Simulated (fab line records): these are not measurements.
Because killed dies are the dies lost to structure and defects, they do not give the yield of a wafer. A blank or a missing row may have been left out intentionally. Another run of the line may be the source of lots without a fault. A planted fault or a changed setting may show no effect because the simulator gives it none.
Matching of chambers    flow n5_finfet    N5_SDB_ALD_29 on ald_sin-02 has 4 sister chambers
The step deposits SiNx, target thk 30 nm, pulse time 1 s, ald cycles 600. 4 wafers are shown with their chamber, then 8 later ones without.

== WAFERS, EACH WITH ITS CHAMBER ==
wafer   chamber  heater_power_w (W)
L089.2  2        872
L090.2  1        890
L090.3  3        716
L091.3  0        875

== WAFERS WITH NO CHAMBER GIVEN ==
wafer   heater_power_w (W)
L091.4  861
L091.6  729
L092.3  881
L092.5  906
L092.6  897
L097.2  709
L097.3  857
L097.6  884

== THE CHAMBER EACH PASSED THROUGH ==
wafer   from the rows above           in truth
L091.4  can't be placed: 2 or 0 or 1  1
L091.6  3                             3
L092.3  can't be placed: 0 or 1 or 2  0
L092.5  can't be placed: 1 or 0 or 2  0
L092.6  can't be placed: 1 or 0 or 2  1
L097.2  3                             3
L097.3  can't be placed: 2 or 0 or 1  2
L097.6  can't be placed: 1 or 0 or 2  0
2 of 8 placed correctly. From these rows, 6 cannot be placed; in 6 the true chamber is one of the candidates. Placed wrongly: 0.
How it was worked out, from the rows above alone: a wafer's distance from a chamber is the root of the sum, over the readings, of the square of ((its reading less the chamber's mean) divided by the reading's scatter). If the next closest chamber is less than 2 further off than the closest, the wafer can't be placed; otherwise it belongs to the closest. Each chamber's mean is taken over the wafers shown for it. The scatter: root of mean squared gap, hidden wafer to nearest shown wafer, with one shown wafer a chamber.
